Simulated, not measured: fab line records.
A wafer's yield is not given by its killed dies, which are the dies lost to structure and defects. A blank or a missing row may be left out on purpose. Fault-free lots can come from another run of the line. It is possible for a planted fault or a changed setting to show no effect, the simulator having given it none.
Chamber matching ; flow n5_finfet ; N5_FIN_SAQP_ETCH_67 on rie_diel-03 has 4 sister chambers
The step etches SiNx in CH3F/O2, target depth 30 nm. 4 wafers are shown with their chamber, then 8 later ones without.

== WAFERS, EACH WITH ITS CHAMBER ==
wafer;chamber;showerhead_plenum_p_Torr (Torr)
L083.5;2;2.03
L088.1;0;1.99
L088.4;1;2.02
L090.1;3;1.90

== WAFERS WHOSE CHAMBER IS MISSING ==
wafer;showerhead_plenum_p_Torr (Torr)
L090.2;2.02
L090.5;1.99
L093.1;2.02
L093.3;1.98
L093.6;1.98
L097.1;2.02
L097.3;2.02
L097.5;2.02

== WHICH CHAMBER EACH WENT THROUGH ==
wafer;from the rows above;in truth
L090.2;can't be placed: 1 or 2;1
L090.5;0;0
L093.1;can't be placed: 1 or 2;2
L093.3;0;0
L093.6;0;0
L097.1;can't be placed: 1 or 2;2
L097.3;can't be placed: 1 or 2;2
L097.5;can't be placed: 1 or 2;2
Correct placement for 3 of the 8. Cannot be placed on the basis of these rows: 5; the candidates contain the true chamber in 5. Wrongly placed: 0.
How it was worked out, from the rows above alone: a wafer's distance from a chamber is the root of the sum, over the readings, of the square of ((its reading less the chamber's mean) divided by the reading's scatter). The wafer belongs to the nearest chamber; if the next one is less than 2 further off, it can't be placed. Each chamber's mean is taken over the wafers shown for it. The scatter (one wafer shown for each chamber): square how far every hidden wafer sits from the nearest shown wafer, average those squares and take the square root.
